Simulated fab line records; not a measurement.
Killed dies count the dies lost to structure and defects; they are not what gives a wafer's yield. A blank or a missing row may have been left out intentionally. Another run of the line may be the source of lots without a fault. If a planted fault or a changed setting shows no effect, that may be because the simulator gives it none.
fab line records + flow n5-finfet
record:
- lots: 12
- wafers: 36
- last-day: 17
route steps=1938 shown MOL_CONTACT_COAG@538 PASSIVATION@1936
lots with no fault: from the same line, run without faults
start-h: hours from the record's opening day to when the first of the lot's shown wafers began + wait-h: how many hours have passed since the lot's step before this one + " same as the row above + L1.1+2: a row that stands for several wafers + - no value, or no start was given + * or withheld: withheld + < > ~ a bound
route shown NAME@n: NAME is a module with steps in the file, n the number in the route of the first one + usual: average and standard deviation across the fault-free wafers + same: alike in all rows + chamber/n: place in a boat + sites: per-site readings + _std_site: standard deviation across them + _edge_site: the outer-site mean with the inner-site mean subtracted + radius-mm: for every site, how far away it sits from the centre of the wafer + mask NAME#n: copy n + behind: tool/chamber where the wafer was last shaped + hold: why the lot was held/for how many hours/how that ended + device: the n, p or np transistor that did not switch + end of line: the tests these same wafers got at the end of their route + where a step has no rows: the recipe by itself + killed: dies lost to structure and defects at the first sort, not the wafer's yield + map: the dies of a wafer, with x for killed, . for not killed, _ for no die there
set.NAME: the run value of the setting; set.NAME@STEP: its run value at that earlier step + model.NAME: the simulator's own value behind a step, which no gauge read
the route's steps for a sample of lots (tables are steps, rows are wafers)
services: when a tool's chamber went out of use (start-h, in hours from the record's first day, below 0 if earlier), for how many hours, and the reason
== steps ==
step: N5_MOL_CONTACT_COAG_ETCH_110
recipe:
- chemistry: CF4/O2
- target: Si
- target-depth-a: 25
- time-s: 8
- pressure-mtorr: 100
- source-w: 200
- bias-w: 12
- ion-energy-ev: 60
- Ar_flow_sccm: 100
- cf4-flow-sccm: 100
- O2_flow_sccm: 10
usual:
- chamber-pressure-mTorr: 100.00/0.099
- drypump-motor-current-A: 5.8/0.33
- oes-product-au: 0.79/0.083
- rf-vpp-V: 127.7/2
- showerhead-plenum-p-Torr: 2.25/0.067
- throttle-valve-pct: 10.8/0.32
| lot.wafer | tool        | chamber | start-h | wait-h | chamber-pressure-mTorr | drypump-motor-current-A | oes-product-au | rf-hours-counter-h | rf-vpp-V | showerhead-plenum-p-Torr | throttle-valve-pct |
|-----------|-------------|---------|---------|--------|------------------------|-------------------------|----------------|--------------------|----------|--------------------------|--------------------|
| L687.1    | rie-diel-03 | 0       | 102.48  | 0.0    | 99.97                  | 5.7                     | 0.70           | 213                | 130.2    | 2.29                     | 11.1               |
| L687.3    | "           | 1       | "       | "      | 100.02                 | 5.4                     | 0.78           | 139                | 124.8    | 2.14                     | 10.4               |
| L687.5    | "           | 0       | "       | "      | 100.07                 | 5.7                     | 0.70           | -                  | 128.0    | 2.29                     | 11.1               |
| L688.1    | rie-diel-05 | 3       | 110.09  | 0.0    | 100.01                 | 5.8                     | 0.90           | 29                 | 126.8    | 2.18                     | 10.5               |
| L688.2    | "           | 1       | "       | "      | 100.08                 | 5.5                     | 0.73           | 163                | 130.5    | 2.30                     | 10.8               |
| L688.5    | "           | 0       | "       | "      | 100.15                 | 5.7                     | 0.91           | -                  | 128.3    | 2.36                     | 10.3               |
| L690.2    | rie-diel-03 | 2       | 117.93  | 0.1    | 100.11                 | 5.8                     | 0.92           | 28                 | 128.9    | 2.35                     | 10.3               |
| L690.4    | "           | 1       | "       | "      | 99.99                  | 5.3                     | 0.76           | -                  | 126.3    | 2.14                     | 10.4               |
| L690.5    | "           | 1       | "       | "      | 100.05                 | 5.4                     | 0.77           | -                  | 124.9    | 2.14                     | 10.4               |
| L691.1    | rie-diel-04 | 1       | 123.11  | 0.0    | 100.22                 | 6.4                     | 0.69           | 225                | 127.1    | 2.29                     | 11.2               |
| L691.4    | "           | 0       | "       | "      | 99.86                  | 6.3                     | 0.73           | -                  | 130.7    | 2.29                     | 10.9               |
| L691.6    | "           | 1       | "       | "      | 99.95                  | 6.4                     | 0.70           | -                  | 126.5    | 2.29                     | 11.2               |
| L692.3    | rie-diel-05 | 1       | 131.54  | 0.0    | 100.07                 | 5.5                     | 0.72           | 170                | 131.0    | 2.30                     | 10.9               |
| L692.4    | "           | 3       | "       | "      | 100.02                 | 5.8                     | 0.89           | 37                 | 124.0    | 2.18                     | 10.5               |
| L692.5    | "           | 3       | "       | "      | 99.91                  | 5.8                     | 0.88           | -                  | 123.7    | 2.18                     | 10.5               |
| L694.3    | rie-diel-03 | 1       | 146.83  | 0.0    | 100.21                 | 5.4                     | 0.77           | 155                | 125.6    | 2.13                     | 10.5               |
| L694.4    | "           | 2       | "       | "      | 99.96                  | 5.8                     | 0.90           | 38                 | 128.3    | 2.35                     | 10.4               |
| L694.5    | "           | 1       | "       | "      | 99.68                  | 5.4                     | 0.77           | -                  | 125.3    | 2.13                     | 10.5               |
| L695.4    | rie-diel-03 | 0       | 148.68  | 0.0    | 100.01                 | 5.7                     | 0.69           | 222                | 129.9    | 2.28                     | 11.1               |
| L695.5    | "           | 3       | "       | "      | 99.88                  | 5.5                     | 0.72           | -                  | 126.1    | 2.22                     | 11.1               |
| L695.6    | "           | 0       | "       | "      | 100.02                 | 5.7                     | 0.69           | -                  | 129.2    | 2.28                     | 11.1               |
| L696.2    | rie-diel-04 | 2       | 154.99  | 0.0    | 99.94                  | 6.0                     | 0.76           | 154                | 127.2    | 2.22                     | 11.1               |
| L696.4    | "           | 1       | "       | "      | 99.95                  | 6.4                     | 0.69           | 237                | 125.8    | 2.29                     | 11.2               |
| L696.5    | "           | 2       | "       | "      | 100.04                 | 6.1                     | 0.75           | -                  | 129.4    | 2.22                     | 11.1               |
| L697.1    | rie-diel-03 | 2       | 158.59  | 0.0    | 99.94                  | 5.8                     | 0.89           | 41                 | 128.8    | 2.35                     | 10.4               |
| L697.2    | "           | 3       | "       | "      | 99.83                  | 5.6                     | 0.72           | 173                | 126.8    | 2.22                     | 11.1               |
| L697.6    | "           | 3       | "       | "      | 99.95                  | 5.6                     | 0.72           | -                  | 126.3    | 2.22                     | 11.1               |
| L698.1    | rie-diel-03 | 2       | 167.17  | 0.0    | 100.19                 | 5.7                     | 0.89           | 45                 | 128.0    | 2.35                     | 10.4               |
| L698.2    | "           | 3       | "       | "      | 100.04                 | 5.5                     | 0.73           | 177                | 125.8    | 2.21                     | 11.1               |
| L698.3    | "           | 0       | "       | "      | 100.14                 | 5.7                     | 0.69           | 228                | 129.2    | 2.28                     | 11.1               |
| L704.3    | rie-diel-04 | 0       | 202.12  | 0.0    | 100.04                 | 6.3                     | 0.71           | 234                | 128.8    | 2.28                     | 11.0               |
| L704.4    | "           | 0       | "       | "      | 100.01                 | 6.3                     | 0.71           | -                  | 128.1    | 2.28                     | 11.0               |
| L704.6    | "           | 3       | "       | "      | 100.01                 | 6.2                     | 0.75           | -                  | 127.9    | 2.22                     | 11.1               |
| L708.2    | rie-diel-05 | 1       | 227.34  | 0.0    | 100.16                 | 5.5                     | 0.69           | 203                | 129.1    | 2.29                     | 11.0               |
| L708.3    | "           | 2       | "       | "      | 100.06                 | 5.5                     | 0.83           | 70                 | 131.4    | 2.25                     | 10.6               |
| L708.6    | "           | 1       | "       | "      | 100.00                 | 5.5                     | 0.69           | -                  | 131.0    | 2.29                     | 11.0               |
step: N5_MOL_CONTACT_COAG_PRE_CLEAN_141
recipe:
- gas: H2/He
- time-s: 60
- temp-c: 300
usual:
- heater-power-w: 491/42
| lot.wafer | tool           | chamber | start-h | wait-h | heater-power-w |
|-----------|----------------|---------|---------|--------|----------------|
| L687.1    | pvd-sputter-01 | -       | 106.31  | 0.9    | 490            |
| L687.3    | "              | -       | "       | "      | 468            |
| L687.5    | "              | -       | "       | "      | 507            |
| L688.1    | pvd-sputter-03 | -       | 113.93  | 2.7    | 445            |
| L688.2    | "              | -       | "       | "      | 448            |
| L688.5    | "              | -       | "       | "      | 456            |
| L690.2    | pvd-sputter-03 | -       | 121.91  | 1.1    | 529            |
| L690.4    | "              | -       | "       | "      | 449            |
| L690.5    | "              | -       | "       | "      | 467            |
| L691.1    | pvd-sputter-01 | -       | 124.99  | 0.3    | 467            |
| L691.4    | "              | -       | "       | "      | 474            |
| L691.6    | "              | -       | "       | "      | 465            |
| L692.3    | pvd-sputter-02 | -       | 134.32  | 1.6    | 473            |
| L692.4    | "              | -       | "       | "      | 598            |
| L692.5    | "              | -       | "       | "      | 504            |
| L694.3    | pvd-sputter-02 | -       | 148.48  | 0.4    | 439            |
| L694.4    | "              | -       | "       | "      | 501            |
| L694.5    | "              | -       | "       | "      | 595            |
| L695.4    | pvd-sputter-02 | -       | 151.12  | 1.0    | 595            |
| L695.5    | "              | -       | "       | "      | 590            |
| L695.6    | "              | -       | "       | "      | 484            |
| L696.2    | pvd-sputter-03 | -       | 158.39  | 2.0    | 451            |
| L696.4    | "              | -       | "       | "      | 483            |
| L696.5    | "              | -       | "       | "      | 477            |
| L697.1    | pvd-sputter-01 | -       | 161.60  | 1.2    | 495            |
| L697.2    | "              | -       | "       | "      | 473            |
| L697.6    | "              | -       | "       | "      | 481            |
| L698.1    | pvd-sputter-01 | -       | 168.67  | 0.3    | 467            |
| L698.2    | "              | -       | "       | "      | 481            |
| L698.3    | "              | -       | "       | "      | 464            |
| L704.3    | pvd-sputter-01 | -       | 204.20  | 0.5    | 480            |
| L704.4    | "              | -       | "       | "      | 472            |
| L704.6    | "              | -       | "       | "      | 464            |
| L708.2    | pvd-sputter-03 | -       | 229.43  | 0.8    | 448            |
| L708.3    | "              | -       | "       | "      | 530            |
| L708.6    | "              | -       | "       | "      | 442            |
step: N5_MOL_CONTACT_COAG_CMP_23
recipe:
- stop-on: SiO2
- t-overpolish-s: 1.5
- post-cmp-clean: cu-alkaline
- down-force-psi: 2
- platen-rpm: 50.289
- pad-velocity-m-s: 1.0006
- target-thk-nm: 0
usual:
- motor-current-A: 8.2/0.83
- overpolish-run-s: 1.501/0.0087
- time-to-endpoint-s: 10.1/2.1
| lot.wafer | tool   | chamber | start-h | wait-h | motor-current-A | overpolish-run-s | time-to-endpoint-s |
|-----------|--------|---------|---------|--------|-----------------|------------------|--------------------|
| L687.3    | cmp-04 | 3       | 110.57  | 0.0    | 6.8             | 1.501            | 8.6                |
| L687.1    | "      | 1       | "       | "      | 8.3             | 1.516            | 10.9               |
| L687.5    | "      | 0       | "       | "      | 9.7             | 1.490            | 11.2               |
| L688.2    | cmp-01 | 1       | 116.73  | 0.0    | 7.5             | 1.488            | 12.4               |
| L688.1    | "      | 0       | "       | "      | 7.2             | 1.512            | 10.5               |
| L688.5    | "      | 2       | "       | "      | 8.3             | 1.504            | 8.9                |
| L690.2    | cmp-01 | 2       | 124.68  | 0.1    | 7.2             | 1.504            | 14.6               |
| L690.4    | "      | 0       | "       | "      | 7.9             | 1.485            | 14.8               |
| L690.5    | "      | 3       | "       | "      | 8.0             | 1.508            | 15.8               |
| L691.4    | cmp-04 | 1       | 128.31  | 0.0    | 7.9             | 1.494            | 12.1               |
| L691.1    | "      | 3       | "       | "      | 7.3             | 1.493            | 10.0               |
| L691.6    | "      | 2       | "       | "      | 8.4             | 1.501            | 9.2                |
| L692.3    | cmp-04 | 0       | 136.61  | 0.1    | 10.2            | 1.491            | 11.4               |
| L692.4    | "      | 2       | "       | "      | 7.6             | 1.495            | 9.8                |
| L692.5    | "      | 0       | "       | "      | 10.5            | 1.514            | 10.5               |
| L694.4    | cmp-04 | 2       | 151.50  | 0.1    | 8.1             | 1.505            | 7.8                |
| L694.3    | "      | 0       | "       | "      | 10.2            | 1.502            | 7.9                |
| L694.5    | "      | 1       | "       | "      | 8.5             | 1.503            | 10.3               |
| L695.4    | cmp-04 | 3       | 154.76  | 0.1    | 7.1             | 1.502            | 12.4               |
| L695.6    | "      | 0       | "       | "      | 9.8             | 1.502            | 11.0               |
| L695.5    | "      | 1       | "       | "      | 8.8             | 1.509            | 13.3               |
| L696.2    | cmp-04 | 3       | 160.91  | 0.0    | 7.4             | 1.483            | 11.2               |
| L696.4    | "      | 2       | "       | "      | 7.7             | 1.488            | 9.0                |
| L696.5    | "      | 0       | "       | "      | 10.3            | 1.504            | 12.4               |
| L697.1    | cmp-03 | 1       | 164.22  | 0.1    | 7.9             | 1.503            | 11.3               |
| L697.2    | "      | 3       | "       | "      | 8.8             | 1.506            | 11.4               |
| L697.6    | "      | 1       | "       | "      | 8.2             | 1.503            | 11.3               |
| L698.2    | cmp-01 | 3       | 171.40  | 0.0    | 7.8             | 1.511            | 12.1               |
| L698.3    | "      | 0       | "       | "      | 8.2             | 1.485            | 13.6               |
| L698.1    | "      | 2       | "       | "      | 7.6             | 1.498            | 8.9                |
| L704.3    | cmp-01 | 2       | 207.32  | 0.1    | 7.3             | 1.508            | 8.2                |
| L704.4    | "      | 0       | "       | "      | 7.8             | 1.497            | 10.7               |
| L704.6    | "      | 1       | "       | "      | 7.7             | 1.504            | 12.5               |
| L708.2    | cmp-04 | 2       | 232.00  | 0.0    | 8.1             | 1.509            | 6.2                |
| L708.3    | "      | 0       | "       | "      | 10.3            | 1.504            | 6.7                |
| L708.6    | "      | 3       | "       | "      | 6.9             | 1.511            | 9.4                |
step: N5_MOL_CONTACT_COAG_COAT_76
recipe:
- resist: SiARC
- temp-c: 220
- time-s: 60
- spin-rpm: 1500
- resist-thk-nm: 10
usual:
- spin-speed-rpm: 1499.9/0.97
| lot.wafer | tool           | chamber | start-h | wait-h | spin-speed-rpm |
|-----------|----------------|---------|---------|--------|----------------|
| L687.1    | litho-track-04 | 0       | 113.98  | -      | 1499.3         |
| L687.3    | "              | 0       | "       | "      | 1500.5         |
| L687.5    | "              | 0       | "       | "      | 1499.5         |
| L688.1    | litho-track-02 | 0       | 120.71  | -      | 1500.8         |
| L688.2    | "              | 0       | "       | "      | 1499.6         |
| L688.5    | "              | 0       | "       | "      | 1499.6         |
| L690.2    | litho-track-04 | 0       | 128.42  | -      | 1500.0         |
| L690.4    | "              | 0       | "       | "      | 1498.5         |
| L690.5    | "              | 0       | "       | "      | 1499.2         |
| L691.1    | litho-track-02 | 0       | 131.60  | -      | 1500.7         |
| L691.4    | "              | 0       | "       | "      | 1501.3         |
| L691.6    | "              | 0       | "       | "      | 1499.0         |
| L692.3    | litho-track-02 | 0       | 140.49  | -      | 1499.1         |
| L692.4    | "              | 0       | "       | "      | 1501.3         |
| L692.5    | "              | 0       | "       | "      | 1498.7         |
| L694.3    | litho-track-02 | 0       | 155.45  | -      | 1499.8         |
| L694.4    | "              | 0       | "       | "      | 1500.3         |
| L694.5    | "              | 0       | "       | "      | 1499.0         |
| L695.4    | litho-track-02 | 0       | 160.37  | -      | 1642.5         |
| L695.5    | "              | 0       | "       | "      | 1642.2         |
| L695.6    | "              | 0       | "       | "      | 1644.1         |
| L696.2    | litho-track-02 | 0       | 164.60  | -      | 1644.9         |
| L696.4    | "              | 0       | "       | "      | 1643.4         |
| L696.5    | "              | 0       | "       | "      | 1642.7         |
| L697.1    | litho-track-04 | 0       | 167.47  | -      | 1499.0         |
| L697.2    | "              | 0       | "       | "      | 1499.3         |
| L697.6    | "              | 0       | "       | "      | 1499.7         |
| L698.1    | litho-track-04 | 0       | 175.44  | -      | 1499.5         |
| L698.2    | "              | 0       | "       | "      | 1500.3         |
| L698.3    | "              | 0       | "       | "      | 1500.9         |
| L704.3    | litho-track-04 | 0       | 210.57  | -      | 1499.0         |
| L704.4    | "              | 0       | "       | "      | 1499.5         |
| L704.6    | "              | 0       | "       | "      | 1499.5         |
| L708.2    | litho-track-03 | 0       | 235.28  | -      | 1501.7         |
| L708.3    | "              | 0       | "       | "      | 1498.5         |
| L708.6    | "              | 0       | "       | "      | 1499.8         |
step: N5_PASSIVATION_PROBE_49
usual:
- killed_at_M0_to_M3: 35/11
- killed_at_M4_up: 14/5.4
- killed-at-contacts: 12/6.2
- killed-at-front-end: 38/11
- killed-at-other: 4.1/2.8
- killed-dies: 103/17
- killed-open: 66/13
- killed-short: 34/8.2
same:
- gross-dies: 1180
- killed-at-back-side: 0
| lot.wafer | tool      | chamber | start-h | wait-h | killed_at_M0_to_M3 | killed_at_M4_up | killed-at-contacts | killed-at-front-end | killed-at-other | killed-dies | killed-open | killed-short |
|-----------|-----------|---------|---------|--------|--------------------|-----------------|--------------------|---------------------|-----------------|-------------|-------------|--------------|
| L704.3    | prober-02 | -       | 411.05  | 0.1    | 33                 | 14              | 13                 | 55                  | 1               | 116         | 80          | 34           |
killed by level:class
L704.3 FIN_SAQP:geometric-particle:open=19 STI_FIN_REVEAL:geometric-particle:open=13 MOL_CONTACT_COAG:geometric-particle:open=10 BEOL_M1:geometric-particle:open=8 FIN_SAQP:geometric-particle:short=6 BEOL_M3:geometric-particle:open=6 STI_FIN_REVEAL:geometric-particle:short=5 BEOL_M3:geometric-particle:short=5
== services ==
| tool           | chamber | start-h | hours | kind                           |
|----------------|---------|---------|-------|--------------------------------|
| cmp-04         | -       | 83.04   | 4.6   | repair                         |
| pvd-sputter-03 | -       | 92.09   | 4.6   | repair                         |
| rie-diel-03    | 3       | 95.34   | 22.6  | repair                         |
| cmp-01         | -       | 101.93  | 0.7   | repair                         |
| cmp-03         | -       | 103.29  | 3.8   | repair                         |
| rie-diel-03    | 0       | 103.91  | 18.7  | repair                         |
| pvd-sputter-02 | -       | 106.02  | 18.2  | repair                         |
| cmp-03         | -       | 107.12  | 5.7   | pm                             |
| rie-diel-03    | -       | 112.50  | 2.8   | repair                         |
| litho-track-02 | -       | 114.99  | -     | consumable-replace:filter      |
| rie-diel-04    | 2       | 116.92  | 6.0   | repair                         |
| cmp-04         | -       | 123.60  | 3.2   | repair                         |
| cmp-03         | -       | 123.72  | 1.0   | repair                         |
| pvd-sputter-03 | -       | 131.77  | 0.5   | repair                         |
| pvd-sputter-03 | -       | 135.06  | 2.9   | repair                         |
| cmp-03         | -       | 143.32  | 18.2  | repair                         |
| cmp-04         | -       | 148.38  | 1.8   | repair                         |
| cmp-03         | -       | 171.73  | 4.0   | pm                             |
| cmp-04         | -       | 202.11  | 4.0   | pm                             |
| cmp-03         | -       | 204.25  | 0.4   | repair                         |
| cmp-04         | -       | 206.11  | -     | consumable-replace:conditioner |
| cmp-04         | -       | 206.11  | -     | consumable-replace:pad         |
| cmp-04         | -       | 207.42  | 3.5   | pm                             |
| rie-diel-05    | 0       | 219.57  | 8.4   | repair                         |
== key ==
first-sign:
- step: N5_MOL_CONTACT_COAG_COAT_76
- reading: spin-speed-rpm
- direction: up
- sigmas: 99+
- usual: *
- struck: *
effect none on later readings
met-at N5_MOL_CONTACT_COAG_COAT_76
struck-lots L695,L696
tester-left-out L695,L696
not-acting-at N5_MOL_CONTACT_COAG_ETCH_110,N5_MOL_CONTACT_COAG_PRE_CLEAN_141,N5_MOL_CONTACT_COAG_CMP_23
onset-between 155.45 160.37
fault:
- kind: process-parameter-drift
- tool: litho-track-02
- chamber: -
- onset-h: 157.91
- steps: N5_MOL_CONTACT_COAG_COAT_76
- channel: spin-rpm
- offset: *
- shape: step
- end-h: 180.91
- acts-in: *
- stated: *
tester-left-out: of these lots the tester's yield and bins aren't shown, on N5 and GAA mostly nor the transistor test; their killed dies are dies lost to structure and defects alone, not to doping, threshold or leakage, so they don't give the yield
